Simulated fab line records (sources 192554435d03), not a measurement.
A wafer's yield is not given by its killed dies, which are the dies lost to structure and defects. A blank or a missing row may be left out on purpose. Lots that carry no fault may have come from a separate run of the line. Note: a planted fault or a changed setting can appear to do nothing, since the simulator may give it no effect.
fab line records	flow n5_finfet
record: lots: 24	wafers: 72	last_day: 19
route steps=1938 shown BEOL_M15@1784 MIM_BOT@1833 MIM_TOP@1837 MIM_TOP_LITHO@1847 TV_OPEN@1887
lots that met no fault: from a run of the same line without faults
start_h: the number of hours between the record's first day and the start of the first shown wafer of the lot	wait_h: how many hours have passed since the lot's step before this one	" the same as in the row above	L1.1+2: a single row standing in for several wafers	- value missing, or start not given	* or withheld: withheld	< > ~ a bound
route shown NAME@n: NAME is a module with steps in the file, n the number in the route of the first one	usual: mean and standard deviation over wafers with no fault	same: alike in all rows	chamber/n: place in a boat	sites: readings site by site	_std_site: standard deviation of those values	_edge_site: outer sites' mean less inner sites'	radius_mm: how far each site lies from the wafer's centre	mask NAME#n: copy n	behind: the tool/chamber that last shaped the wafer	hold: why the lot was held/for how many hours/how that ended	device: whichever transistor did not switch (one of n, p or np)	end of line: tests of these same wafers at the route's end	for a step that has no rows: nothing shown but its recipe	killed: the dies lost at the first sort to structure and to defects; this is not the yield of the wafer	map: per-die view of a wafer (x killed, . not killed, _ where there is no die)
set.NAME: the run value of the setting; set.NAME@STEP: its run value at that earlier step	model.NAME: the simulator's own value behind a step, which no gauge read
one table for each step of the route and one row for each wafer, over a sample of lots
services: a tool's chamber out of use, with start hour (start_h, from the record's first day; less than 0 if before it), hours out, and reason
== steps ==
step: N5_BEOL_M15_OVL_MEAS_11
recipe: points_per_wafer: 44
usual: V14_OVL: 0/6.2
lot.wafer	tool	chamber	start_h	wait_h	V14_OVL[nm]
L074.1	overlay-01	0	231.23	0.0	0
L074.3	"	0	"	"	-3
L074.5	"	0	"	"	-1
L076.3	overlay-01	0	238.33	0.0	-2
L076.4	"	0	"	"	1
L076.6	"	0	"	"	-3
L075.2	overlay-01	0	239.84	0.0	0
L075.4	"	0	"	"	-6
L075.5	"	0	"	"	-5
L077.2	overlay-01	0	244.08	0.0	-4
L077.4	"	0	"	"	1
L077.5	"	0	"	"	10
L078.1	overlay-02	0	248.48	0.0	-4
L078.3	"	0	"	"	-7
L078.5	"	0	"	"	-8
L079.1	overlay-02	0	253.21	0.0	6
L079.2	"	0	"	"	-6
L079.6	"	0	"	"	-7
L080.2	overlay-01	0	255.53	0.0	4
L080.3	"	0	"	"	-6
L080.4	"	0	"	"	0
L082.2	overlay-02	0	259.14	0.0	4
L082.3	"	0	"	"	14
L082.4	"	0	"	"	2
L081.2	overlay-01	0	269.40	0.0	5
L081.3	"	0	"	"	10
L081.5	"	0	"	"	10
L083.1	overlay-01	0	271.58	0.0	4
L083.2	"	0	"	"	0
L083.4	"	0	"	"	-3
L084.1	overlay-02	0	275.21	0.0	11
L084.2	"	0	"	"	-5
L084.4	"	0	"	"	4
L088.2	overlay-01	0	355.53	0.0	5
L088.3	"	0	"	"	-6
L088.5	"	0	"	"	-9
L095.2	overlay-02	0	373.22	0.0	1
L095.5	"	0	"	"	3
L095.6	"	0	"	"	0
L094.3	overlay-02	0	374.09	0.0	1
L094.4	"	0	"	"	10
L094.5	"	0	"	"	3
L090.1	overlay-01	0	374.39	0.0	-1
L090.3	"	0	"	"	1
L090.6	"	0	"	"	5
L085.2	overlay-02	0	382.24	0.0	-4
L085.4	"	0	"	"	-4
L085.6	"	0	"	"	-1
L089.3	overlay-02	0	397.95	0.0	-5
L089.5	"	0	"	"	-4
L089.6	"	0	"	"	-9
L092.2	overlay-02	0	398.13	0.0	-1
L092.4	"	0	"	"	0
L092.6	"	0	"	"	-2
L091.1	overlay-01	0	398.42	0.0	-7
L091.2	"	0	"	"	-3
L091.3	"	0	"	"	-13
L093.2	overlay-02	0	412.22	0.0	6
L093.3	"	0	"	"	-6
L093.6	"	0	"	"	-1
L096.1	overlay-01	0	412.85	0.0	2
L096.4	"	0	"	"	2
L096.5	"	0	"	"	9
L087.1	overlay-01	0	417.38	0.0	1
L087.2	"	0	"	"	-8
L087.3	"	0	"	"	12
L097.1	overlay-02	0	422.75	0.0	3
L097.3	"	0	"	"	-6
L097.6	"	0	"	"	-11
L086.3	overlay-02	0	423.02	0.0	9
L086.4	"	0	"	"	-6
L086.5	"	0	"	"	10
step: N5_MIM_BOT_SPUTTER_00
recipe: material: TiN	target_thk_a: 350	temp_c: 200	power_w: 3000	chamber_pressure_pa: 0.49996	gas: Ar	reactive_partial_pa: 0.37997	time_s: 89.7
usual: throttle_valve_pct: 29.8/1
lot.wafer	tool	chamber	start_h	wait_h	throttle_valve_pct
L074.1	pvd_sputter-02	-	237.91	0.0	30.4
L074.3	"	-	"	"	29.2
L074.5	"	-	"	"	29.0
L076.3	pvd_sputter-03	-	243.12	0.0	30.8
L076.4	"	-	"	"	28.7
L076.6	"	-	"	"	28.9
L075.2	pvd_sputter-02	-	245.41	0.0	29.3
L075.4	"	-	"	"	28.6
L075.5	"	-	"	"	28.9
L077.2	pvd_sputter-01	-	248.90	0.0	30.4
L077.4	"	-	"	"	31.2
L077.5	"	-	"	"	31.3
L078.1	pvd_sputter-03	-	254.85	0.0	28.4
L078.3	"	-	"	"	31.0
L078.5	"	-	"	"	28.8
L079.1	pvd_sputter-01	-	259.45	0.0	30.0
L079.2	"	-	"	"	30.4
L079.6	"	-	"	"	30.1
L080.2	pvd_sputter-03	-	263.03	0.0	31.2
L080.3	"	-	"	"	30.8
L080.4	"	-	"	"	29.0
L082.2	pvd_sputter-03	-	266.77	0.0	30.7
L082.3	"	-	"	"	28.7
L082.4	"	-	"	"	28.1
L081.2	pvd_sputter-03	-	277.33	0.0	28.8
L081.3	"	-	"	"	30.9
L081.5	"	-	"	"	28.2
L083.1	pvd_sputter-02	-	281.11	0.0	28.5
L083.2	"	-	"	"	28.7
L083.4	"	-	"	"	30.7
L084.1	pvd_sputter-02	-	281.27	0.0	29.0
L084.2	"	-	"	"	30.5
L084.4	"	-	"	"	29.1
L088.2	pvd_sputter-01	-	360.69	0.0	30.1
L088.3	"	-	"	"	31.2
L088.5	"	-	"	"	30.2
L095.2	pvd_sputter-01	-	380.46	0.0	30.0
L095.5	"	-	"	"	30.1
L095.6	"	-	"	"	29.7
L094.3	pvd_sputter-02	-	381.12	0.0	30.6
L094.4	"	-	"	"	28.2
L094.5	"	-	"	"	29.6
L090.1	pvd_sputter-01	-	382.70	0.0	30.4
L090.3	"	-	"	"	30.2
L090.6	"	-	"	"	30.6
L085.2	pvd_sputter-02	-	390.48	0.0	29.0
L085.4	"	-	"	"	30.5
L085.6	"	-	"	"	28.6
L089.3	pvd_sputter-03	-	405.57	0.0	30.7
L089.5	"	-	"	"	28.9
L089.6	"	-	"	"	31.2
L092.2	pvd_sputter-03	-	405.95	0.0	28.8
L092.4	"	-	"	"	28.2
L092.6	"	-	"	"	31.4
L091.1	pvd_sputter-02	-	409.56	0.0	29.1
L091.2	"	-	"	"	30.7
L091.3	"	-	"	"	29.3
L093.2	pvd_sputter-01	-	418.13	0.0	30.5
L093.3	"	-	"	"	30.1
L093.6	"	-	"	"	31.1
L096.1	pvd_sputter-03	-	418.22	0.0	30.9
L096.4	"	-	"	"	29.0
L096.5	"	-	"	"	28.5
L087.1	pvd_sputter-02	-	430.92	0.0	28.1
L087.2	"	-	"	"	28.9
L087.3	"	-	"	"	30.3
L086.3	pvd_sputter-03	-	430.96	0.0	28.2
L086.4	"	-	"	"	31.2
L086.5	"	-	"	"	28.4
L097.1	pvd_sputter-03	-	434.38	0.0	30.8
L097.3	"	-	"	"	29.1
L097.6	"	-	"	"	31.4
step: N5_MIM_TOP_DEGAS_04
recipe: ambient: vacuum	temp_c: 300	time_s: 60
usual: heater_power_w: 469/27
lot.wafer	tool	chamber	start_h	wait_h	heater_power_w
L074.1	pvd_sputter-03	-	238.46	-	494
L074.3	"	-	"	"	447
L074.5	"	-	"	"	493
L076.3	pvd_sputter-02	-	243.68	-	485
L076.4	"	-	"	"	451
L076.6	"	-	"	"	457
L075.2	pvd_sputter-03	-	246.04	-	486
L075.4	"	-	"	"	493
L075.5	"	-	"	"	483
L077.2	pvd_sputter-01	-	249.63	-	411
L077.4	"	-	"	"	474
L077.5	"	-	"	"	421
L078.1	pvd_sputter-03	-	255.41	-	437
L078.3	"	-	"	"	489
L078.5	"	-	"	"	504
L079.1	pvd_sputter-03	-	260.73	-	510
L079.2	"	-	"	"	484
L079.6	"	-	"	"	492
L080.2	pvd_sputter-01	-	265.83	-	448
L080.3	"	-	"	"	426
L080.4	"	-	"	"	487
L082.2	pvd_sputter-03	-	267.83	-	490
L082.3	"	-	"	"	498
L082.4	"	-	"	"	452
L081.2	pvd_sputter-03	-	278.27	-	454
L081.3	"	-	"	"	494
L081.5	"	-	"	"	454
L083.1	pvd_sputter-02	-	283.65	-	460
L083.2	"	-	"	"	453
L083.4	"	-	"	"	494
L084.1	pvd_sputter-02	-	283.77	-	483
L084.2	"	-	"	"	451
L084.4	"	-	"	"	443
L088.2	pvd_sputter-03	-	365.31	-	507
L088.3	"	-	"	"	449
L088.5	"	-	"	"	509
L095.2	pvd_sputter-02	-	382.24	-	482
L095.5	"	-	"	"	434
L095.6	"	-	"	"	485
L094.3	pvd_sputter-01	-	384.72	-	494
L094.4	"	-	"	"	463
L094.5	"	-	"	"	477
L090.1	pvd_sputter-01	-	385.76	-	486
L090.3	"	-	"	"	456
L090.6	"	-	"	"	491
L085.2	pvd_sputter-01	-	393.18	-	449
L085.4	"	-	"	"	415
L085.6	"	-	"	"	482
L089.3	pvd_sputter-02	-	406.91	-	438
L089.5	"	-	"	"	428
L089.6	"	-	"	"	438
L092.2	pvd_sputter-03	-	408.23	-	500
L092.4	"	-	"	"	470
L092.6	"	-	"	"	456
L091.1	pvd_sputter-01	-	410.66	-	457
L091.2	"	-	"	"	483
L091.3	"	-	"	"	423
L093.2	pvd_sputter-01	-	418.68	-	470
L093.3	"	-	"	"	444
L093.6	"	-	"	"	456
L096.1	pvd_sputter-02	-	418.77	-	499
L096.4	"	-	"	"	434
L096.5	"	-	"	"	498
L087.1	pvd_sputter-03	-	431.80	-	459
L087.2	"	-	"	"	497
L087.3	"	-	"	"	486
L086.3	pvd_sputter-02	-	431.86	-	462
L086.4	"	-	"	"	433
L086.5	"	-	"	"	425
L097.1	pvd_sputter-03	-	435.74	-	508
L097.3	"	-	"	"	500
L097.6	"	-	"	"	507
step: N5_MIM_TOP_LITHO_CD_MEAS_08
recipe: target_cd_nm: 2000	landing_energy_ev: 500	detector: se_inlens
usual: cd_nm: 1999.5/2.1
lot.wafer	tool	chamber	start_h	wait_h	cd_nm
L074.1	cd_sem-03	0	238.89	-	1998.3
L074.3	"	0	"	"	1996.3
L074.5	"	0	"	"	2001.3
L076.3	cd_sem-02	0	244.23	-	1996.1
L076.4	"	0	"	"	1997.9
L076.6	"	0	"	"	1997.9
L075.2	cd_sem-01	0	246.47	-	2002.0
L075.4	"	0	"	"	1999.1
L075.5	"	0	"	"	2000.9
L077.2	cd_sem-03	0	250.18	-	2004.0
L077.4	"	0	"	"	2000.8
L077.5	"	0	"	"	2005.2
L078.1	cd_sem-03	0	255.84	-	2001.4
L078.3	"	0	"	"	2002.0
L078.5	"	0	"	"	1997.9
L079.1	cd_sem-01	0	261.28	-	1997.6
L079.2	"	0	"	"	1999.5
L079.6	"	0	"	"	2001.6
L080.2	cd_sem-03	0	266.26	-	2001.0
L080.3	"	0	"	"	1996.4
L080.4	"	0	"	"	1999.4
L082.2	cd_sem-02	0	268.38	-	1997.6
L082.3	"	0	"	"	1996.1
L082.4	"	0	"	"	2001.5
L081.2	cd_sem-01	0	278.82	-	1998.8
L081.3	"	0	"	"	2000.7
L081.5	"	0	"	"	1998.8
L083.1	cd_sem-03	0	284.21	-	1996.6
L083.2	"	0	"	"	1996.2
L083.4	"	0	"	"	1998.2
L084.1	cd_sem-01	0	284.37	-	2001.2
L084.2	"	0	"	"	1995.9
L084.4	"	0	"	"	1995.8
L088.2	cd_sem-01	0	365.86	-	2003.2
L088.3	"	0	"	"	1999.3
L088.5	"	0	"	"	2004.0
L095.2	cd_sem-01	0	382.79	-	1996.1
L095.5	"	0	"	"	1998.6
L095.6	"	0	"	"	1998.0
L094.3	cd_sem-02	0	385.17	-	2000.2
L094.4	"	0	"	"	2000.6
L094.5	"	0	"	"	1996.3
L090.1	cd_sem-03	0	386.19	-	1997.3
L090.3	"	0	"	"	1999.7
L090.6	"	0	"	"	1999.2
L085.2	cd_sem-03	0	393.74	-	2001.6
L085.4	"	0	"	"	2002.3
L085.6	"	0	"	"	2003.8
L089.3	cd_sem-02	0	408.80	-	1999.1
L089.5	"	0	"	"	1997.2
L089.6	"	0	"	"	2001.5
L092.2	cd_sem-03	0	408.84	-	1999.3
L092.4	"	0	"	"	2001.1
L092.6	"	0	"	"	2000.4
L091.1	cd_sem-03	0	411.09	-	2000.5
L091.2	"	0	"	"	1999.7
L091.3	"	0	"	"	1999.5
L093.2	cd_sem-02	0	419.11	-	1997.4
L093.3	"	0	"	"	1999.7
L093.6	"	0	"	"	2000.7
L096.1	cd_sem-02	0	419.33	-	1997.3
L096.4	"	0	"	"	2000.1
L096.5	"	0	"	"	1997.4
L087.1	cd_sem-01	0	432.23	-	1999.3
L087.2	"	0	"	"	2000.1
L087.3	"	0	"	"	2000.6
L086.3	cd_sem-03	0	432.41	-	2000.5
L086.4	"	0	"	"	1998.1
L086.5	"	0	"	"	2002.9
L097.1	cd_sem-02	0	436.29	-	1997.2
L097.3	"	0	"	"	1999.4
L097.6	"	0	"	"	1998.3
step: N5_MIM_TOP_LITHO_OVL_MEAS_11
recipe: points_per_wafer: 44
usual: MIM_TOP_OVL: 4/5.2
lot.wafer	tool	chamber	start_h	wait_h	MIM_TOP_OVL[nm]
L074.1	overlay-01	0	238.92	0.0	2
L074.3	"	0	"	"	8
L074.5	"	0	"	"	12
L076.3	overlay-01	0	244.26	0.0	1
L076.4	"	0	"	"	7
L076.6	"	0	"	"	7
L075.2	overlay-01	0	246.50	0.0	-1
L075.4	"	0	"	"	-2
L075.5	"	0	"	"	-1
L077.2	overlay-01	0	250.21	0.0	8
L077.4	"	0	"	"	-2
L077.5	"	0	"	"	1
L078.1	overlay-02	0	255.87	0.0	11
L078.3	"	0	"	"	6
L078.5	"	0	"	"	11
L079.1	overlay-02	0	261.31	0.0	1
L079.2	"	0	"	"	10
L079.6	"	0	"	"	8
L080.2	overlay-01	0	266.29	0.0	10
L080.3	"	0	"	"	8
L080.4	"	0	"	"	16
L082.2	overlay-02	0	268.41	0.0	7
L082.3	"	0	"	"	5
L082.4	"	0	"	"	13
L081.2	overlay-02	0	278.85	0.0	-6
L081.3	"	0	"	"	-2
L081.5	"	0	"	"	-5
L083.1	overlay-02	0	284.24	0.0	9
L083.2	"	0	"	"	6
L083.4	"	0	"	"	5
L084.1	overlay-01	0	284.40	0.0	3
L084.2	"	0	"	"	2
L084.4	"	0	"	"	1
L088.2	overlay-01	0	365.89	0.0	8
L088.3	"	0	"	"	9
L088.5	"	0	"	"	3
L095.2	overlay-02	0	382.82	0.0	16
L095.5	"	0	"	"	5
L095.6	"	0	"	"	3
L094.3	overlay-02	0	385.20	0.0	-3
L094.4	"	0	"	"	-1
L094.5	"	0	"	"	7
L090.1	overlay-02	0	386.22	0.0	4
L090.3	"	0	"	"	-3
L090.6	"	0	"	"	-3
L085.2	overlay-01	0	393.77	0.0	4
L085.4	"	0	"	"	-3
L085.6	"	0	"	"	8
L089.3	overlay-02	0	408.83	0.0	-3
L089.5	"	0	"	"	7
L089.6	"	0	"	"	1
L092.2	overlay-01	0	408.87	0.0	0
L092.4	"	0	"	"	2
L092.6	"	0	"	"	4
L091.1	overlay-02	0	411.12	0.0	3
L091.2	"	0	"	"	2
L091.3	"	0	"	"	4
L093.2	overlay-02	0	419.14	0.0	-1
L093.3	"	0	"	"	-2
L093.6	"	0	"	"	5
L096.1	overlay-01	0	419.36	0.0	11
L096.4	"	0	"	"	6
L096.5	"	0	"	"	15
L087.1	overlay-02	0	432.26	0.0	2
L087.2	"	0	"	"	-9
L087.3	"	0	"	"	-3
L086.3	overlay-02	0	432.44	0.0	1
L086.4	"	0	"	"	-2
L086.5	"	0	"	"	2
L097.1	overlay-02	0	436.32	0.0	0
L097.3	"	0	"	"	1
L097.6	"	0	"	"	0
step: N5_PASSIVATION_PASS_ETCH_74
recipe: chemistry: CF4/O2	target: SiNx	target_depth_a: 2200	time_s: 110	ion_energy_ev: 100	pressure_mtorr: 40	source_w: 535	bias_w: 49	Ar_flow_sccm: 100	cf4_flow_sccm: 100	O2_flow_sccm: 10
usual: drypump_motor_current_A: 5.7/0.64	oes_ar_750_au: 0.77/0.077	oes_f_703_au: 0.77/0.079	oes_product_au: 0.77/0.083	rf_fwd_power_W: 532.4/2	rf_vpp_V: 240/4.3	showerhead_plenum_p_Torr: 2.21/0.064	throttle_valve_pct: 16.03/0.26
lot.wafer	tool	chamber	start_h	wait_h	drypump_motor_current_A	oes_ar_750_au	oes_f_703_au	oes_product_au	rf_fwd_power_W	rf_hours_counter_h	rf_vpp_V	showerhead_plenum_p_Torr	throttle_valve_pct
L074.1	rie_diel-05	0	241.79	0.0	6.7	0.70	0.69	0.68	531.2	228	243	2.09	16.46
L074.3	"	1	"	"	6.7	0.73	0.73	0.70	532.0	183	233	2.11	16.18
L074.5	"	1	"	"	6.7	0.74	0.72	0.71	530.7	-	235	2.11	16.18
L076.3	rie_diel-06	1	248.84	0.0	5.4	0.70	0.69	0.70	534.2	205	241	2.18	16.14
L076.4	"	0	"	"	6.4	0.80	0.80	0.81	528.6	91	237	2.30	15.73
L076.6	"	1	"	"	5.4	0.70	0.70	0.71	535.9	-	242	2.18	16.14
L075.2	rie_diel-05	3	250.85	0.0	5.0	0.87	0.87	0.87	530.1	45	238	2.32	15.94
L075.4	"	2	"	"	5.3	0.69	0.68	0.68	533.1	229	240	2.27	16.14
L075.5	"	3	"	"	4.9	0.87	0.88	0.87	532.6	-	238	2.32	15.94
L077.2	rie_diel-06	3	253.08	0.0	5.5	0.75	0.75	0.73	534.4	194	239	2.19	16.13
L077.4	"	2	"	"	6.5	0.87	0.87	0.88	530.3	25	238	2.17	15.65
L077.5	"	1	"	"	5.4	0.70	0.69	0.70	533.8	-	242	2.18	16.15
L078.1	rie_diel-05	2	259.47	0.0	5.3	0.69	0.68	0.67	529.7	231	241	2.27	16.14
L078.3	"	1	"	"	6.7	0.73	0.72	0.71	531.8	188	234	2.11	16.19
L078.5	"	0	"	"	6.7	0.69	0.68	0.69	532.8	-	243	2.09	16.47
L079.1	rie_diel-06	2	265.91	0.0	6.5	0.87	0.86	0.86	530.7	29	238	2.17	15.68
L079.2	"	0	"	"	6.4	0.80	0.80	0.80	528.2	97	237	2.30	15.76
L079.6	"	2	"	"	6.5	0.87	0.85	0.87	528.8	-	239	2.17	15.66
L082.2	rie_diel-06	1	272.16	0.0	5.4	0.70	0.69	0.70	530.9	215	242	2.18	16.14
L082.3	"	2	"	"	6.5	0.86	0.86	0.86	531.1	32	238	2.16	15.66
L082.4	"	0	"	"	6.3	0.79	0.80	0.80	531.6	99	239	2.30	15.74
L080.2	rie_diel-05	1	272.76	0.0	6.7	0.73	0.72	0.71	534.2	191	234	2.11	16.22
L080.3	"	2	"	"	5.3	0.68	0.68	0.67	528.6	234	240	2.27	16.14
L080.4	"	3	"	"	4.9	0.87	0.87	0.87	534.7	49	239	2.32	15.96
L081.2	rie_diel-06	1	283.60	0.0	5.4	0.69	0.69	0.69	534.8	217	242	2.18	16.14
L081.3	"	2	"	"	6.5	0.86	0.85	0.86	531.3	35	239	2.16	15.67
L081.5	"	3	"	"	5.5	0.74	0.74	0.72	532.9	-	237	2.19	16.15
L083.1	rie_diel-01	0	288.62	0.0	5.0	0.71	0.71	0.72	532.4	196	251	2.28	16.37
L083.2	"	2	"	"	5.6	0.73	0.72	0.72	535.4	188	248	2.19	16.29
L083.4	"	3	"	"	4.7	0.99	0.99	1.00	536.5	1	242	2.17	15.84
L084.1	rie_diel-06	2	288.89	0.0	6.5	0.86	0.85	0.86	532.0	36	239	2.16	15.67
L084.2	"	1	"	"	5.4	0.69	0.69	0.69	531.8	218	242	2.18	16.15
L084.4	"	3	"	"	5.4	0.73	0.73	0.72	532.0	204	237	2.19	16.17
L088.2	rie_diel-01	3	368.85	0.0	4.7	0.92	0.92	0.93	535.0	21	243	2.16	15.87
L088.3	"	2	"	"	5.5	0.72	0.70	0.71	534.4	209	250	2.19	16.33
L088.5	"	1	"	"	5.2	0.90	0.91	0.92	535.9	-	243	2.26	15.73
L095.2	rie_diel-06	1	385.96	0.0	5.4	0.67	0.67	0.67	533.5	242	242	2.17	16.20
L095.5	"	1	"	"	5.4	0.67	0.67	0.67	529.8	-	240	2.17	16.20
L095.6	"	0	"	"	6.3	0.77	0.78	0.78	532.7	-	236	2.29	15.82
L094.3	rie_diel-06	2	389.25	0.0	6.5	0.82	0.81	0.83	528.2	62	239	2.15	15.71
L094.4	"	1	"	"	5.4	0.67	0.67	0.67	535.5	243	241	2.17	16.21
L094.5	"	2	"	"	6.5	0.82	0.81	0.82	531.6	-	239	2.15	15.73
L090.1	rie_diel-06	0	389.73	0.0	6.4	0.76	0.77	0.75	534.3	128	236	2.29	15.81
L090.3	"	3	"	"	5.4	0.73	0.72	0.70	533.2	227	239	2.18	16.19
L090.6	"	0	"	"	6.3	0.77	0.77	0.76	534.3	-	236	2.29	15.81
L085.2	rie_diel-06	2	396.37	0.0	6.5	0.82	0.81	0.82	530.0	64	238	2.15	15.72
L085.4	"	1	"	"	5.4	0.67	0.67	0.67	531.7	245	242	2.17	16.21
L085.6	"	0	"	"	6.4	0.77	0.77	0.77	531.6	-	236	2.29	15.81
L092.2	rie_diel-01	3	414.18	0.0	4.7	0.88	0.89	0.90	534.3	36	241	2.15	15.92
L092.4	"	1	"	"	5.2	0.88	0.89	0.90	532.9	38	244	2.25	15.76
L092.6	"	0	"	"	5.0	0.70	0.69	0.71	531.1	-	251	2.27	16.42
L089.3	rie_diel-06	2	414.54	0.0	6.5	0.82	0.81	0.81	531.7	67	239	2.15	15.72
L089.5	"	3	"	"	5.5	0.71	0.72	0.70	531.4	-	237	2.18	16.20
L089.6	"	2	"	"	6.5	0.82	0.80	0.81	531.1	-	238	2.15	15.74
L091.1	rie_diel-01	2	414.97	0.0	5.6	0.70	0.69	0.70	532.1	223	248	2.18	16.37
L091.2	"	1	"	"	5.2	0.88	0.89	0.89	530.1	39	242	2.25	15.75
L091.3	"	3	"	"	4.8	0.89	0.90	0.90	529.9	37	243	2.15	15.90
L096.1	rie_diel-06	3	425.67	0.0	5.4	0.72	0.71	0.70	533.8	239	238	2.18	16.22
L096.4	"	0	"	"	6.4	0.75	0.76	0.75	531.8	-	238	2.28	15.82
L096.5	"	3	"	"	5.4	0.71	0.71	0.69	536.5	-	236	2.18	16.22
L093.2	rie_diel-01	3	425.86	0.0	4.8	0.88	0.88	0.89	534.9	41	240	2.15	15.91
L093.3	"	1	"	"	5.2	0.87	0.88	0.87	532.0	43	244	2.25	15.77
L093.6	"	3	"	"	4.7	0.89	0.88	0.88	534.6	-	242	2.15	15.92
L086.3	rie_diel-06	2	435.84	0.0	6.5	0.80	0.80	0.80	530.9	76	237	2.15	15.75
L086.4	"	2	"	"	6.5	0.80	0.79	0.80	529.7	-	238	2.15	15.74
L086.5	"	0	"	"	6.4	0.75	0.75	0.75	531.7	-	236	2.28	15.83
L087.1	rie_diel-01	0	435.91	0.0	5.0	0.69	0.69	0.69	533.8	234	251	2.27	16.44
L087.2	"	3	"	"	4.7	0.87	0.87	0.88	532.7	44	242	2.15	15.91
L087.3	"	1	"	"	5.2	0.87	0.87	0.88	533.0	46	242	2.25	15.76
L097.1	rie_diel-06	2	439.90	0.0	6.5	0.80	0.79	0.80	528.7	77	237	2.15	15.73
L097.3	"	0	"	"	6.4	0.76	0.75	0.75	528.1	144	238	2.28	15.86
L097.6	"	0	"	"	6.4	0.75	0.76	0.75	529.0	-	236	2.28	15.85
== services ==
tool	chamber	start_h	hours	kind
rie_diel-01	1	249.23	-	clean
rie_diel-01	1	249.23	-	consumable_replace:focus_ring
rie_diel-01	1	249.23	20.2	scheduled_down
rie_diel-01	1	249.23	20.2	vent_cycle
rie_diel-05	-	253.99	4.3	pm
rie_diel-01	3	269.48	-	clean
rie_diel-01	3	269.48	-	consumable_replace:focus_ring
rie_diel-01	3	269.48	15.8	scheduled_down
pvd_sputter-01	-	273.00	6.9	repair
rie_diel-05	-	284.08	2.4	repair
rie_diel-01	1	294.48	7.1	repair
pvd_sputter-01	-	303.61	2.6	repair
rie_diel-05	-	320.91	14.6	pm
pvd_sputter-01	-	340.71	0.5	repair
rie_diel-05	0	348.78	2.5	repair
rie_diel-06	3	349.43	8.6	repair
pvd_sputter-01	-	361.77	2.6	repair
rie_diel-01	0	362.90	12.3	repair
rie_diel-05	1	368.33	8.1	repair
pvd_sputter-03	-	381.99	4.0	repair
pvd_sputter-01	-	393.31	2.4	repair
rie_diel-06	1	418.76	6.1	repair
rie_diel-05	-	419.60	1.1	repair
rie_diel-05	-	437.45	0.5	repair
== key ==
fault none
